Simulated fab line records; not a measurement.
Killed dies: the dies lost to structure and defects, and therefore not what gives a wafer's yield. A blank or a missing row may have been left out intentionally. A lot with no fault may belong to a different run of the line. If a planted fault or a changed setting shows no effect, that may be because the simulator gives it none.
The tool behind it: which one?    flow n5_finfet    10 lots, 29 wafers sampled, at 4 steps of a route of 1938

## WHAT EACH GAUGE READ, for each wafer
The record lacks any reading of a measuring or inspecting step that a usual standard deviation could be used to judge.

## WHAT TOOL EACH LOT RAN ON (gives the tool, then ch and the chambers of the sampled wafers, and finally the start)
lot   N5_BEOL_M10_DESCUM_33               N5_BEOL_M10_ETCH_65                 N5_BEOL_M10_STRIP_77                N5_BEOL_M10_ALD_74
L471  rie_diel-05 ch 0,1,3, day 11 02:56  rie_diel-05 ch 0,1,3, day 11 02:58  rie_diel-05 ch 0,1,3, day 11 03:20  ald_metal-03 ch 0,2, day 11 04:04
L470  rie_diel-05 ch 0,1,2, day 11 03:50  rie_diel-05 ch 0,1,2, day 11 03:53  rie_diel-05 ch 0,1,2, day 11 04:15  ald_metal-02 ch 1,2, day 11 05:03
L477  rie_diel-02 ch 1,2, day 12 16:42    rie_diel-02 ch 1,2, day 12 16:44    rie_diel-02 ch 1,2, day 12 17:07    ald_metal-02 ch 0,1,3, day 12 17:53
L480  rie_diel-02 ch 0,1,2, day 13 10:18  rie_diel-02 ch 0,1,2, day 13 10:20  rie_diel-02 ch 0,1,2, day 13 10:43  ald_metal-03 ch 1,2,3, day 13 11:38
L485  rie_diel-01 ch 0,1, day 14 09:05    rie_diel-01 ch 0,1, day 14 09:07    rie_diel-01 ch 0,1, day 14 09:30    ald_metal-02 ch 0,1,3, day 14 10:46
L488  rie_diel-01 ch 0,2,3, day 15 05:08  rie_diel-01 ch 0,2,3, day 15 05:10  rie_diel-01 ch 0,2,3, day 15 05:33  ald_metal-02 ch 0,1,2, day 15 06:41
L486  rie_diel-01 ch 1,3, day 15 19:53    rie_diel-01 ch 1,3, day 15 19:56    rie_diel-01 ch 1,3, day 15 20:19    ald_metal-03 ch 0,1,2, day 15 21:17
L489  rie_diel-02 ch 2,3, day 15 21:20    rie_diel-02 ch 2,3, day 15 21:22    rie_diel-02 ch 2,3, day 15 21:45    ald_metal-02 ch 0,3, day 16 00:01
L490  rie_diel-01 ch 0,2,3, day 16 06:20  rie_diel-01 ch 0,2,3, day 16 06:22  rie_diel-01 ch 0,2,3, day 16 06:45  ald_metal-01 ch 1,2, day 16 09:26
L492  rie_diel-02 ch 1, day 16 13:29      rie_diel-02 ch 1, day 16 13:31      rie_diel-02 ch 1, day 16 13:54      ald_metal-03 ch 1,2, day 16 14:36
- N5_BEOL_M10_DESCUM_33: chemistry O2, time 7.9 s.
- N5_BEOL_M10_ETCH_65: etches SiARC in CF4, target depth 39 nm, time 65 s.
- N5_BEOL_M10_STRIP_77: strips in N2/H2, time 10 s.
- N5_BEOL_M10_ALD_74: deposits TaN, target thk 2 nm, pulse time 2 s, purge time 3 s.

## WHAT THE TOOLS THEMSELVES READ (means of the sampled wafers that have a number; where no wafer has one, the mark that the record gives instead)
N5_BEOL_M10_DESCUM_33. Usual: drypump_motor_current_A 5.8 A, standard deviation 0.41; oes_product_au 0.77 a.u., standard deviation 0.092; rf_fwd_power_W 49.42 W, standard deviation 0.19; rf_vpp_V 243.2 V, standard deviation 1.3; showerhead_plenum_p_Torr 2.10 Torr, standard deviation 0.073; throttle_valve_pct 20.5 %, standard deviation 0.32.
lot   tool         drypump_motor_current_A (A)  oes_product_au (a.u.)  rf_fwd_power_W (W)  rf_vpp_V (V)  showerhead_plenum_p_Torr (Torr)  throttle_valve_pct (%)  flag
L471  rie_diel-05  5.5                          0.70                   49.58               242.6         2.10                             20.6                    
L470  rie_diel-05  5.7                          0.70                   49.52               242.8         2.08                             20.6                    
L477  rie_diel-02  5.8                          0.73                   49.62               241.8         2.03                             20.4                    
L480  rie_diel-02  5.6                          0.73                   49.55               242.5         2.05                             20.6                    
L485  rie_diel-01  6.3                          0.87                   49.25               244.5         2.20                             20.4                    
L488  rie_diel-01  5.9                          0.76                   49.23               243.8         2.15                             20.8                    
L486  rie_diel-01  6.3                          0.78                   49.17               243.5         2.12                             20.2                    
L489  rie_diel-02  5.8                          0.77                   49.56               242.9         2.08                             20.6                    
L490  rie_diel-01  5.9                          0.76                   49.28               243.6         2.15                             20.8                    
L492  rie_diel-02  5.9                          0.69                   49.34               241.2         1.97                             20.5                    

N5_BEOL_M10_ETCH_65. Usual: value, then standard deviation, for each; drypump_motor_current_A 5.8 A / 0.42; etch_rf_on_time_s 65.5 s / 2.2; oes_product_au 0.66 a.u. / 0.083; rf_fwd_power_W 538.8 W / 2.3; rf_vpp_V 184.3 V / 1.2; showerhead_plenum_p_Torr 2.14 Torr / 0.068; throttle_valve_pct 15.68 % / 0.29.
lot   tool         drypump_motor_current_A (A)  etch_rf_on_time_s (s)  oes_product_au (a.u.)  rf_fwd_power_W (W)  rf_vpp_V (V)  showerhead_plenum_p_Torr (Torr)  throttle_valve_pct (%)  flag
L471  rie_diel-05  5.6                          68.2                   0.58                   539.9               183.9         2.16                             15.87                   
L470  rie_diel-05  5.7                          68.2                   0.59                   541.0               183.4         2.13                             15.87                   
L477  rie_diel-02  5.8                          67.7                   0.61                   540.5               183.3         2.07                             15.65                   
L480  rie_diel-02  5.7                          67.4                   0.60                   541.2               183.7         2.10                             15.82                   
L485  rie_diel-01  6.3                          62.8                   0.76                   537.4               185.5         2.24                             15.49                   
L488  rie_diel-01  5.9                          64.8                   0.65                   537.7               184.8         2.19                             15.84                   
L486  rie_diel-01  6.3                          64.0                   0.67                   537.0               183.9         2.14                             15.29                   
L489  rie_diel-02  5.8                          66.5                   0.65                   537.6               184.0         2.13                             15.80                   
L490  rie_diel-01  5.9                          64.4                   0.66                   536.5               184.6         2.19                             15.86                   
L492  rie_diel-02  5.8                          68.0                   0.57                   540.1               182.7         2.02                             15.66                   

N5_BEOL_M10_STRIP_77. Usual: chamber_pressure_mTorr 20.001 mTorr, standard deviation 0.017; drypump_motor_current_A 5.8 A, standard deviation 0.41; oes_product_au 0.77 a.u., standard deviation 0.091; rf_vpp_V 59.2 V, standard deviation 0.89; showerhead_plenum_p_Torr 2.55 Torr, standard deviation 0.079; throttle_valve_pct 23.8 %, standard deviation 0.45.
lot   tool         chamber_pressure_mTorr (mTorr)  drypump_motor_current_A (A)  oes_product_au (a.u.)  rf_vpp_V (V)  showerhead_plenum_p_Torr (Torr)  throttle_valve_pct (%)  flag
L471  rie_diel-05  20.007                          5.6                          0.69                   59.6          2.55                             23.8                    
L470  rie_diel-05  20.011                          5.7                          0.70                   59.8          2.51                             23.7                    
L477  rie_diel-02  26.020                          5.8                          0.73                   58.2          2.49                             24.0                    OFF
L480  rie_diel-02  25.999                          5.6                          0.73                   59.3          2.51                             24.1                    OFF
L485  rie_diel-01  19.991                          6.3                          0.87                   58.8          2.67                             23.6                    
L488  rie_diel-01  19.992                          5.9                          0.77                   59.2          2.60                             24.0                    
L486  rie_diel-01  20.020                          6.3                          0.78                   58.4          2.57                             23.4                    
L489  rie_diel-02  20.015                          5.8                          0.77                   59.0          2.53                             23.8                    
L490  rie_diel-01  19.990                          5.9                          0.76                   59.8          2.60                             24.0                    
L492  rie_diel-02  19.992                          5.8                          0.69                   58.8          2.44                             24.2                    

N5_BEOL_M10_ALD_74. Usual: heater_power_w 435 W, standard deviation 42; mfc_carrier_sccm 1500 sccm, standard deviation 4.5; precursor_vessel_carrier_sccm 999.8 sccm, standard deviation 3.
lot   tool          heater_power_w (W)  mfc_carrier_sccm (sccm)  precursor_vessel_carrier_sccm (sccm)  flag
L471  ald_metal-03  387                 1499                     1003.2                                
L470  ald_metal-02  459                 1499                     1001.4                                
L477  ald_metal-02  449                 1495                     997.0                                 
L480  ald_metal-03  423                 1501                     1000.8                                
L485  ald_metal-02  460                 1500                     999.6                                 
L488  ald_metal-02  465                 1503                     998.6                                 
L486  ald_metal-03  369                 1500                     999.4                                 
L489  ald_metal-02  463                 1501                     996.1                                 
L490  ald_metal-01  462                 1500                     1001.7                                
L492  ald_metal-03  388                 1499                     999.3                                 

## THE ANSWER, worked out from the rows above alone
Rule: lot off if the mean of its wafers having a number is beyond 3 standard deviations from the usual mean. Also off: a lot with no number at a reading for which 4 or more lots have one. Any other lot the step has rows for is counted as sound. Order of review: gauges by route order, followed by the tools' own readings, for which a lot's mean as printed above is used. At the first step where some lot is off, the reading lying furthest off is the one used; lots without a number count as furthest.
Off, at N5_BEOL_M10_STRIP_77 on chamber_pressure_mTorr: L477, L480.
If a tool, at that step or one of the process steps before it, ran each lot that is off and ran no sound lot following the first of them, it fits. None of those tried fits.

## WHAT WAS PUT IN BY THE SIMULATOR
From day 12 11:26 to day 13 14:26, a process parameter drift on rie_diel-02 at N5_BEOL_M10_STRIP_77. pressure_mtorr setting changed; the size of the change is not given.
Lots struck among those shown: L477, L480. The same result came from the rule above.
